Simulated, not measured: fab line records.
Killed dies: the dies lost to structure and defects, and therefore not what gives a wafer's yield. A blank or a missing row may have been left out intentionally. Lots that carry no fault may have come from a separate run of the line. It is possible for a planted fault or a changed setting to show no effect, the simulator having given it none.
Code-filled problem report in 8D (eight disciplines) form	flow n5 finfet	the parts of the form that need people (team, actions taken, sign-off) are left out

## 1. PROBLEM STATEMENT
A mean of 99.3 s is read at N5_BEOL_M15_ETCH_59 for run length s, taken on 1 wafer of 1 lot, against 91.1 s (standard deviation 0.4) on wafers free of any fault. Relative to the usual mean, that is a shift of +21 standard deviations.
The step: etches BARC in N2/H2, target depth 89 nm, overetch 26.7 nm, time 67.9 s.
Seen first at day 15 22:48 on rie diel-01, wafer L637.3. The record holds 14 wafers of 5 lots with a number at this step. Rule for "out" (also "out of limits"): further than 4 standard deviations from the usual mean. Any other wafer with a number is counted as sound.

## 2. WHAT IT IS, WHAT IT ISN'T
question	is	is not
which readings at this step	run length s	drypump motor current A, h2 flow sccm, n2 flow sccm, oes product au, rf vpp V, showerhead plenum p Torr, throttle valve pct
which lots	L637	L622, L628, L640, L641
which wafers of those lots	L637.3	L637.2
read on which tools	rie diel-01	rie diel-02, rie diel-05
when	from day 15 22:48	up to then (7 sound wafers); but 6 sound wafers of L640, L641 came after

## 3. WHAT RULES OUT EACH SUSPECT
Counting: any tool at a process step up to the reading remains a suspect provided it ran every lot that is out. Sound lots after the first of them don't rule it out here, since some wafers of a struck lot are sound.
- rie diel-01 at N5_BEOL_M15_DESCUM_15 (chemistry O2, time 7.9 s): kept. The lot that is out, L637, ran on it at day 15 22:46; the last sound lot it ran before that was L628, at day 14 09:46.
- rie diel-01 at N5_BEOL_M15_ETCH_59 (etches BARC in N2/H2, target depth 89 nm, overetch 26.7 nm, time 67.9 s): kept. The lot that is out, L637, ran on it at day 15 22:48; the last sound lot it ran before that was L628, at day 14 09:49. On those wafers its own readings are out: run length s.
- The sound lot-mates ran in chamber 1 of rie diel-01 at N5_BEOL_M15_DESCUM_15, but the wafers that are out ran in chamber 0.
- The sound lot-mates ran in chamber 1 of rie diel-01 at N5_BEOL_M15_ETCH_59, but the wafers that are out ran in chamber 0.
Remaining after the count are rie diel-01 at N5_BEOL_M15_DESCUM_15 and rie diel-01 at N5_BEOL_M15_ETCH_59.

## 4. THE CAUSE (what the simulator had put in)
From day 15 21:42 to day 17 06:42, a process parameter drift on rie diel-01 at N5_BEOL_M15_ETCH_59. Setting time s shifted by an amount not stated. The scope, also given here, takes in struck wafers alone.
After counting, 2 suspects remain, this tool included.

## 5. THE EFFECT CHAIN, in route order
One row per reading whose mean, taken over the struck wafers that have a number, lies over 3 standard deviations from the usual. Scope: only readings with a usual standard deviation given in the record; hours: median across lots of the time from each lot's start at the first step in this table that gives one to its start at this step; sigmas: change in usual standard deviations.
hours	step	reading	usual	on struck wafers	change	sigmas
0	N5_BEOL_M15_ETCH_59	run length s	91.1 s	99.3	+8.2	+21
Here are the process steps it includes:
- N5_BEOL_M15_ETCH_59: etches BARC in N2/H2, target depth 89 nm, overetch 26.7 nm, time 67.9 s.

## 6. WHAT WOULD HAVE CAUGHT IT SOONER
In this record the first reading out of limits was taken at day 15 22:48, 1 hour after the fault began at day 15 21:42.
